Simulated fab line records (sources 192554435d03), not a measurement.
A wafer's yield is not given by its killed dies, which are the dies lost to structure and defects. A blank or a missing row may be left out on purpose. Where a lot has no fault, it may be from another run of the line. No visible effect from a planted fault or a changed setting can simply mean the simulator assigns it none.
Code-filled problem report in 8D (eight disciplines) form / flow n5 finfet / the parts of the form that need people (team, actions taken, sign-off) are left out

1. PROBLEM STATEMENT
N5_BEOL_M7_ETCH_66, run length s: mean 132.7 s over 1 wafer from 1 lot; wafers with no fault: 143.3 s, standard deviation 0.47. That puts it -23 standard deviations away from the usual mean.
The step: etches SOC in N2/H2, target depth 80 nm, overetch 16 nm, time 120 s.
First seen on wafer L423.1, day 16 17:24, on rie diel-03. Wafers with a number at this step in the record: 14, from 5 lots. Rule for "out", or "out of limits": more than 4 standard deviations from the usual mean. Any other wafer with a number is counted as sound.

2. WHAT IT IS; WHAT IT IS NOT
question=which readings at this step; is=run length s; is not=drypump motor current A, oes product au, rf vpp V, showerhead plenum p Torr, throttle valve pct
question=which lots; is=L423; is not=L408, L410, L424, L425
question=which wafers of those lots; is=L423.1; is not=L423.3
question=read on which tools; is=rie diel-03; is not=rie diel-02, rie diel-06
question=when; is=from day 16 17:24; is not=up to then (13 sound wafers)

3. THE SUSPECTS, EACH WITH WHAT RULES IT OUT
Counting: a tool at a process step up to the reading stays a suspect if it ran every lot that is out. Sound lots after the first of them don't rule it out here, since some wafers of a struck lot are sound.
- rie diel-03 at N5_BEOL_M7_DESCUM_33 (chemistry O2, time 7 s): kept. L423, the lot that is out, went through it at day 16 17:19; up to then, the latest sound lot through it was L408 at day 12 22:39.
- rie diel-03 at N5_BEOL_M7_ETCH_72 (etches underlayer in N2/H2, target depth 6.5 nm, time 5.2 s): kept. L423, the lot that is out, went through it at day 16 17:22; up to then, the latest sound lot through it was L408 at day 12 22:41.
- rie diel-03 at N5_BEOL_M7_ETCH_65 (etches SiARC in CF4, target depth 15.6 nm, time 26 s): kept. L423, the lot that is out, went through it at day 16 17:23; up to then, the latest sound lot through it was L408 at day 12 22:43.
- rie diel-03 at N5_BEOL_M7_ETCH_66 (etches SOC in N2/H2, target depth 80 nm, overetch 16 nm, time 120 s): kept. L423, the lot that is out, went through it at day 16 17:24; up to then, the latest sound lot through it was L408 at day 12 22:44. Its own run length s readings are out on those wafers.
- At N5_BEOL_M7_DESCUM_33 on rie diel-03, chamber 2 took the sound wafers of the same lots and chamber 3 took the wafers that are out.
- At N5_BEOL_M7_ETCH_72 on rie diel-03, chamber 2 took the sound wafers of the same lots and chamber 3 took the wafers that are out.
- At N5_BEOL_M7_ETCH_65 on rie diel-03, chamber 2 took the sound wafers of the same lots and chamber 3 took the wafers that are out.
- At N5_BEOL_M7_ETCH_66 on rie diel-03, chamber 2 took the sound wafers of the same lots and chamber 3 took the wafers that are out.
Left after counting: rie diel-03 at N5_BEOL_M7_DESCUM_33, rie diel-03 at N5_BEOL_M7_ETCH_72, rie diel-03 at N5_BEOL_M7_ETCH_65, rie diel-03 at N5_BEOL_M7_ETCH_66.

4. THE CAUSE (what the simulator had put in)
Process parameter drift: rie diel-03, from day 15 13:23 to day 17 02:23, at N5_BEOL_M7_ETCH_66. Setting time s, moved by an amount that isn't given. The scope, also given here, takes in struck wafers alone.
4 suspects survive the count, and this tool is in that group.

5. THE EFFECT CHAIN, in route order
Each row: a reading where the mean over the struck wafers with a number is more than 3 standard deviations away from the usual. Scope: only readings with a usual standard deviation given in the record; hours: median across lots of the time from each lot's start at the first step in this table that gives one to its start at this step; sigmas: change in usual standard deviations.
hours=0; step=N5_BEOL_M7_ETCH_66; reading=run length s; usual=143.3 s; on struck wafers=132.7; change=-10.6; sigmas=-23
hours=111; step=N5_PASSIVATION_PROBE_49; reading=killed at other; usual=4; on struck wafers=14; change=+10; sigmas=+3.0
The process steps in it:
- N5_BEOL_M7_ETCH_66: etches SOC in N2/H2, target depth 80 nm, overetch 16 nm, time 120 s.
- N5_PASSIVATION_PROBE_49

6. WHAT WOULD HAVE CAUGHT IT SOONER
In this record no reading fell out of limits until day 16 17:24, 28 hours after the fault had begun at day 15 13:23.
